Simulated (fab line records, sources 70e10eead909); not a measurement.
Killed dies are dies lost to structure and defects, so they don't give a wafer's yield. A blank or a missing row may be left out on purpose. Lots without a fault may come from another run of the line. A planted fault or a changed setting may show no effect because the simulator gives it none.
fab line records | flow nand_harc
record lots=6 wafers=18 last_day=34
route steps=1302 shown A_CONTACT@1012 END@1302
lots that met no fault: from a run of the same line without faults
start_h: hours from the record's first day to the start of the lot's first wafer shown | wait_h: hours since the lot's step before | " the same as in the row above | L1.1+2: a row that stands for several wafers | - no value, or no start given | * or withheld: withheld | < > ~ a bound
route shown NAME@n: a module of which the file shows steps, and the number in the route of the first | usual: mean/standard deviation of fault-free wafers | same: alike in all rows | chamber/n: place in a boat | sites: the reading at each site | _std_site: their standard deviation | _edge_site: outer sites' mean less inner sites' | radius_mm: how far each site lies from the wafer's centre | mask NAME#n: copy n | behind: the tool/chamber that last shaped the wafer | hold: why the lot was held/for how many hours/how that ended | device: the transistor (n, p or np) that didn't switch | end of line: the same wafers' tests at the end of the route | a step without rows: its recipe alone | killed: dies lost to structure and defects at the first sort, not the wafer's yield | map: a wafer's dies, x killed, . not, _ none there
set.NAME: the setting as run; set.NAME@STEP: as run at that earlier step | model.NAME: the simulator's own value behind a step, which no gauge read
lots at some steps of the route; a table a step, a row a wafer
services: from which hour (start_h, from the record's first day; less than 0 if before it) a tool's chamber was out of use, for how many hours, and why
## steps
# step NHARC_A_CONTACT_ETCH_118
# recipe source_w=withheld pressure_mtorr=20 bias_v=3000 time_s=190 target_depth_a=18500 ar_flow_sccm=withheld c4f8_flow_sccm=withheld o2_flow_sccm=withheld chemistry=C4F8/O2/Ar
# usual chamber_pressure_mTorr=19.997/0.017 oes_air_line_au=1.000/0.018
# columns lot.wafer tool chamber start_h wait_h chamber_pressure_mTorr oes_air_line_au rf_hours_counter_h
L749.2 har_cap_etch-02 1 553.95 0.1 20.022 1.032 93
L749.1 " 0 " " 20.003 0.960 93
L749.5 " 0 " " 19.995 1.005 -
L750.2 har_cap_etch-03 1 579.76 0.1 19.989 1.005 55
L750.4 " 0 " " 20.020 1.002 -
L750.3 " 1 " " 19.967 0.973 -
L756.1 har_cap_etch-01 1 606.24 0.1 20.010 0.951 18
L756.2 " 0 " " 19.982 1.005 18
L756.4 " 0 " " 19.984 1.010 -
L757.2 har_cap_etch-01 0 628.73 0.1 20.007 1.025 24
L757.1 " 1 " " 19.973 0.982 24
L757.5 " 1 " " 20.017 1.007 -
L761.3 har_cap_etch-01 0 674.67 0.1 19.973 0.995 -
L761.4 " 1 " " 20.004 0.996 -
L761.5 " 0 " " 19.999 1.004 -
L765.2 har_cap_etch-02 1 733.06 0.1 19.970 0.987 124
L765.6 " 1 " " 20.008 0.988 -
L765.5 " 0 " " 20.017 1.031 -
# step NHARC_A_CONTACT_ETCH_119
# recipe source_w=withheld pressure_mtorr=20 bias_v=3000 time_s=190 target_depth_a=18500 ar_flow_sccm=withheld c4f8_flow_sccm=withheld o2_flow_sccm=withheld chemistry=C4F8/O2/Ar
# step NHARC_A_CONTACT_ETCH_120
# recipe source_w=withheld pressure_mtorr=20 bias_v=3000 time_s=190 target_depth_a=18500 ar_flow_sccm=withheld c4f8_flow_sccm=withheld o2_flow_sccm=withheld chemistry=C4F8/O2/Ar
# usual chamber_pressure_mTorr=20.001/0.017 oes_air_line_au=0.997/0.021
# columns lot.wafer tool chamber start_h wait_h chamber_pressure_mTorr oes_air_line_au rf_hours_counter_h
L749.2 har_cap_etch-02 1 554.29 0.1 20.003 1.036 94
L749.1 " 0 " " 20.015 1.020 94
L749.5 " 0 " " 20.004 1.011 -
L750.2 har_cap_etch-03 1 580.10 0.1 20.008 1.010 55
L750.4 " 0 " " 20.034 0.997 -
L750.3 " 1 " " 19.998 0.989 -
L756.1 har_cap_etch-01 1 606.58 0.1 19.986 1.008 18
L756.2 " 0 " " 20.011 0.983 18
L756.4 " 0 " " 20.022 1.002 -
L757.2 har_cap_etch-01 0 629.08 0.1 19.970 1.021 24
L757.1 " 1 " " 19.981 0.987 24
L757.5 " 1 " " 19.991 0.989 -
L761.3 har_cap_etch-01 0 675.01 0.1 19.993 0.985 -
L761.4 " 1 " " 20.030 0.980 -
L761.5 " 0 " " 19.995 1.002 -
L765.2 har_cap_etch-02 1 733.40 0.1 19.978 0.970 124
L765.6 " 1 " " 19.990 0.966 -
L765.5 " 0 " " 19.984 0.996 -
# step NHARC_A_CONTACT_ETCH_121
# recipe source_w=withheld pressure_mtorr=20 bias_v=3000 time_s=190 target_depth_a=18500 ar_flow_sccm=withheld c4f8_flow_sccm=withheld o2_flow_sccm=withheld chemistry=C4F8/O2/Ar
# step NHARC_A_CONTACT_ETCH_122
# recipe source_w=withheld pressure_mtorr=20 bias_v=3000 time_s=190 target_depth_a=18500 ar_flow_sccm=withheld c4f8_flow_sccm=withheld o2_flow_sccm=withheld chemistry=C4F8/O2/Ar
# step NHARC_A_CONTACT_ETCH_123
# recipe source_w=withheld pressure_mtorr=20 bias_v=400 time_s=490 target_depth_a=21100 ar_flow_sccm=withheld c4f8_flow_sccm=11.5 o2_flow_sccm=7.2 chemistry=C4F8/O2/Ar
# usual chamber_pressure_mTorr=19.999/0.02 oes_air_line_au=1.000/0.019
# columns lot.wafer tool chamber start_h wait_h chamber_pressure_mTorr oes_air_line_au rf_hours_counter_h
L749.2 har_cap_etch-02 1 554.79 0.1 19.974 0.979 94
L749.1 " 0 " " 20.013 0.980 94
L749.5 " 0 " " 20.045 1.006 -
L750.2 har_cap_etch-03 1 580.67 0.2 19.990 1.024 56
L750.4 " 0 " " 19.997 0.997 -
L750.3 " 1 " " 19.976 1.009 -
L756.1 har_cap_etch-01 1 607.10 0.1 19.992 0.971 19
L756.2 " 0 " " 19.988 0.988 19
L756.4 " 0 " " 19.981 0.953 -
L757.2 har_cap_etch-01 0 629.59 0.1 20.022 1.011 24
L757.1 " 1 " " 20.001 1.004 24
L757.5 " 1 " " 20.032 0.989 -
L761.3 har_cap_etch-01 0 675.63 0.3 19.990 1.007 -
L761.4 " 1 " " 20.000 0.995 -
L761.5 " 0 " " 20.003 0.992 -
L765.2 har_cap_etch-02 1 733.91 0.1 20.002 0.997 125
L765.6 " 1 " " 20.042 0.978 -
L765.5 " 0 " " 19.957 1.012 -
# step NHARC_A_CONTACT_ETCH_90
# recipe target_depth_a=400 over_etch_frac=0.5 time_s=85.7 ion_energy_ev=120 ch3f_flow_sccm=50 o2_flow_sccm=30 ar_flow_sccm=200 rf_w=500 bias_w=100 chemistry=CH3F/O2
# usual bias_w=100.00/0.29 ch3f_flow_sccm=50.00/0.14 drypump_motor_current_A=5.5/0.38 oes_product_au=0.95/0.036 rf_vpp_V=244.8/1.9 showerhead_plenum_p_Torr=2.50/0.12 throttle_valve_pct=20.662/0.0096
# columns lot.wafer tool chamber start_h wait_h bias_w ch3f_flow_sccm drypump_motor_current_A oes_product_au rf_hours_counter_h rf_vpp_V showerhead_plenum_p_Torr throttle_valve_pct
L749.1 rie_diel-11 3 555.79 0.8 99.71 50.25 5.2 0.92 46 246.4 2.60 20.649
L749.2 " 0 " " 99.68 50.11 5.7 0.92 34 246.8 2.65 20.655
L749.5 " 0 " " 99.88 50.19 5.7 0.92 - 247.9 2.65 20.656
L750.2 rie_diel-02 1 581.56 0.8 99.78 49.80 5.0 1.02 0 244.2 2.53 20.667
L750.3 " 0 " " 100.09 50.20 5.7 1.01 0 245.3 2.54 20.673
L750.4 " 0 " " 100.02 50.28 5.7 1.01 - 244.8 2.54 20.665
L756.2 rie_diel-02 2 608.08 0.8 100.52 50.18 5.3 0.94 8 242.0 2.28 20.664
L756.4 " 3 " " 99.78 49.73 6.1 0.93 5 245.5 2.55 20.674
L756.1 " 1 " " 100.18 49.86 5.0 0.94 8 245.1 2.53 20.656
L757.2 rie_diel-11 0 630.58 0.9 100.05 49.91 5.7 1.01 2 247.6 2.64 20.657
L757.1 " 1 " " 99.52 50.09 5.7 1.00 2 241.5 2.34 20.674
L757.5 " 3 " " 99.66 49.99 5.2 1.00 - 247.3 2.59 20.644
L761.3 rie_diel-11 0 676.47 0.7 99.73 49.78 5.7 1.01 18 246.5 2.63 20.651
L761.4 " 1 " " 99.85 49.98 5.7 1.01 15 242.8 2.34 20.655
L761.5 " 3 " " 99.85 49.92 5.2 1.00 - 245.9 2.58 20.648
L765.2 rie_diel-04 2 734.91 0.9 100.18 49.91 5.3 0.99 4 249.3 2.64 20.668
L765.6 " 0 " " 99.84 50.01 6.2 1.00 - 243.3 2.45 20.682
L765.5 " 1 " " 99.80 50.09 5.0 1.01 - 244.7 2.50 20.656
# step NHARC_A_CONTACT_ETCH_96
# recipe target_depth_a=200 over_etch_frac=0.5 time_s=10 ion_energy_ev=250 c4f6_flow_sccm=25 o2_flow_sccm=20 ar_flow_sccm=500 rf_w=600 bias_w=500 chemistry=C4F6/O2
# step NHARC_A_CONTACT_CD_MEAS_53
# usual cd_nm=289.6/0.84
# columns lot.wafer tool chamber start_h wait_h cd_nm
L749.1 cd_sem-02 - 556.03 - 291.2
L749.2 " - " " 291.4
L749.5 " - " " 291.7
L750.2 cd_sem-03 - 581.82 - 289.8
L750.3 " - " " 290.5
L750.4 " - " " 290.0
L756.1 cd_sem-01 - 608.30 - 289.7
L756.2 " - " " 289.5
L756.4 " - " " 289.7
L757.1 cd_sem-03 - 630.79 - 287.9
L757.2 " - " " 289.3
L757.5 " - " " 288.6
L761.3 cd_sem-03 - 676.66 - 288.8
L761.4 " - " " 287.8
L761.5 " - " " 288.6
L765.2 cd_sem-02 - 735.10 - 289.9
L765.5 " - " " 289.7
L765.6 " - " " 289.4
# step NHARC_A_CONTACT_STRIP_99
# recipe n2_flow_sccm=150 h2_flow_sccm=150 ar_flow_sccm=0 bias_w=0 chemistry=N2/H2
# step NHARC_A_CONTACT_STRIP_100
# recipe cf4_flow_sccm=100 chf3_flow_sccm=30 ar_flow_sccm=0 bias_w=0 chemistry=CF4/CHF3
# step NHARC_A_CONTACT_STRIP_101
# recipe o2_flow_sccm=400 cos_flow_sccm=20 ar_flow_sccm=0 bias_w=0 chemistry=O2/COS
# step NHARC_A_CONTACT_ETCH_102
# recipe target_depth_a=1000 overetch_a=100 time_s=55 ion_energy_ev=100 cf4_flow_sccm=80 o2_flow_sccm=20 ar_flow_sccm=0 rf_w=300 bias_w=100 chemistry=CF4/O2
# usual bias_w=100.0/0.3 cf4_flow_sccm=79.98/0.25 drypump_motor_current_A=5.5/0.42 oes_product_au=1.001/0.01 rf_vpp_V=198.1/1.6 showerhead_plenum_p_Torr=1.35/0.065 throttle_valve_pct=13.398/0.0088
# columns lot.wafer tool chamber start_h wait_h bias_w cf4_flow_sccm drypump_motor_current_A oes_product_au rf_hours_counter_h rf_vpp_V showerhead_plenum_p_Torr throttle_valve_pct
L749.2 rie_diel-02 1 556.35 0.1 100.4 79.38 5.0 1.019 27 199.4 1.38 13.395
L749.1 " 2 " " 99.8 80.07 5.3 0.993 26 195.3 1.24 13.394
L749.5 " 1 " " 100.2 79.74 5.0 1.021 - 197.5 1.37 13.399
L750.2 rie_diel-11 0 582.11 0.1 99.7 79.92 5.7 0.984 39 199.5 1.44 13.404
L750.3 " 1 " " 100.0 80.07 5.7 0.995 47 198.0 1.28 13.393
L750.4 " 3 " " 99.7 79.65 5.2 0.992 54 198.2 1.41 13.405
L756.4 rie_diel-02 3 608.59 0.1 - - - - - - - -
L756.2 " 0 " " - - - - - - - -
L756.1 " 2 " " - - - - - - - -
L757.1 rie_diel-02 1 631.10 0.1 - - - - - - - -
L757.2 " 2 " " - - - - - - - -
L757.5 " 0 " " - - - - - - - -
L761.3 rie_diel-04 3 676.96 0.1 100.4 80.03 5.2 1.007 39 195.9 1.24 13.376
L761.4 " 0 " " 100.0 79.56 6.3 0.999 45 197.5 1.33 13.390
L761.5 " 2 " " 100.0 80.27 5.3 0.989 - 198.6 1.44 13.392
L765.2 rie_diel-04 0 735.41 0.1 100.5 80.04 6.3 0.999 4 197.9 1.33 13.401
L765.5 " 1 " " 99.9 80.09 5.0 1.008 - 199.0 1.36 13.388
L765.6 " 2 " " 99.6 79.66 5.3 0.989 - 200.0 1.43 13.431
# step NHARC_A_CONTACT_STRIP_55
# recipe o2_flow_sccm=500 ar_flow_sccm=0 bias_w=0 chemistry=O2
# usual drypump_motor_current_A=5.5/0.41 oes_product_au=1.000/0.0097 rf_vpp_V=57.9/0.89 showerhead_plenum_p_Torr=3.57/0.16 throttle_valve_pct=17.037/0.0091
# columns lot.wafer tool chamber start_h wait_h drypump_motor_current_A oes_product_au rf_hours_counter_h rf_vpp_V showerhead_plenum_p_Torr throttle_valve_pct
L749.1 rie_diel-02 0 - - 5.7 1.007 24 57.8 3.64 17.036
L749.2 " 2 " " 5.3 0.996 26 57.2 3.29 17.042
L749.5 " 1 " " 5.0 1.024 - 58.8 3.63 17.047
L750.4 rie_diel-11 3 - - 5.2 0.986 54 57.0 3.72 17.036
L750.2 " 0 " " 5.7 0.978 39 57.5 3.79 17.013
L750.3 " 1 " " 5.7 0.980 47 57.6 3.38 17.036
L756.1 rie_diel-02 1 608.67 0.1 5.0 1.019 8 57.8 3.62 17.034
L756.2 " 2 " " 5.3 0.995 8 57.1 3.28 17.027
L756.4 " 3 " " 6.1 1.004 5 58.4 3.65 17.035
L757.2 rie_diel-02 1 631.20 0.1 5.0 0.999 12 59.3 3.62 17.038
L757.1 " 2 " " 5.3 1.007 13 58.4 3.28 17.051
L757.5 " 1 " " 5.0 1.013 - 56.8 3.62 17.034
L761.3 rie_diel-04 2 - - 5.3 0.992 35 59.1 3.79 17.027
L761.4 " 3 " " 5.2 1.002 39 56.4 3.30 17.029
L761.5 " 2 " " 5.3 0.989 - 57.7 3.79 17.014
L765.2 rie_diel-04 0 - - 6.3 1.011 4 58.5 3.51 17.042
L765.6 " 1 " " 5.0 1.010 - 56.3 3.58 17.049
L765.5 " 2 " " 5.3 0.990 - 59.6 3.78 17.038
# step NHARC_END_SORT_01
# recipe temp_c=25
# usual killed_at_array=52/17 killed_at_other=0.9/1.2 killed_at_periphery=3.9/2.7 killed_dies=57/16 killed_open=3.3/1.9 killed_short=2.5/1.5
# same gross_dies=677
# columns lot.wafer tool chamber start_h wait_h killed_at_array killed_at_other killed_at_periphery killed_dies killed_open killed_short
L757.1 prober-02 0 696.18 2.5 22 0 5 27 5 1
# killed by level:class
L757.1 A_CHANNEL_HOLE_D1:chamber_film_flake=4 A_CONTACT:chamber_film_flake=4 P_BONDPAD:chamber_film_flake=2 A_CHANNEL_FILL_D1:chamber_film_flake=2 A_STAIRCASE:chamber_film_flake=2 A_SLIT:chamber_film_flake=2 A_WL_FILL:chamber_film_flake=2 P_CONTACT:geometric_particle:open=1
## services
# columns tool chamber start_h hours kind
rie_diel-04 - 534.05 9.0 pm
rie_diel-02 0 549.99 - clean
rie_diel-02 1 549.99 - clean
rie_diel-02 2 549.99 - clean
rie_diel-02 3 549.99 - clean
rie_diel-02 3 551.85 5.3 repair
rie_diel-11 1 555.45 7.7 repair
rie_diel-02 - 557.88 4.4 repair
rie_diel-11 0 560.67 3.8 repair
rie_diel-02 - 570.94 9.0 pm
rie_diel-02 0 570.94 9.0 vent_cycle
rie_diel-02 1 570.94 9.0 vent_cycle
rie_diel-02 2 570.94 9.0 vent_cycle
rie_diel-02 3 570.94 17.7 vent_cycle
rie_diel-04 2 576.56 16.1 repair
rie_diel-04 3 579.03 10.9 repair
rie_diel-02 0 579.94 - clean
rie_diel-02 1 579.94 - clean
rie_diel-02 2 579.94 - clean
rie_diel-02 0 605.06 - clean
rie_diel-02 1 605.06 - clean
rie_diel-11 - 613.41 9.0 pm
har_cap_etch-03 - 636.97 0.3 repair
rie_diel-04 - 711.43 9.0 pm
## key
first_sign step=NHARC_A_CONTACT_ETCH_102 reading=tool_record direction=missing
effect none on later readings
met_at NHARC_A_CONTACT_ETCH_102
struck_wafers L756.1,L756.2,L756.4,L757.1,L757.2,L757.5
tester_left_out L756,L757
onset_between 556.35 608.59
fault kind=skipped_step_whole tool=rie_diel-02 chamber=- onset_h=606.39 steps=NHARC_A_CONTACT_ETCH_102 scope=struck_lots_only
# tester_left_out: of these lots the tester's yield and bins aren't shown, on N5 and GAA mostly nor the transistor test; their killed dies are dies lost to structure and defects alone, not to doping, threshold or leakage, so they don't give the yield
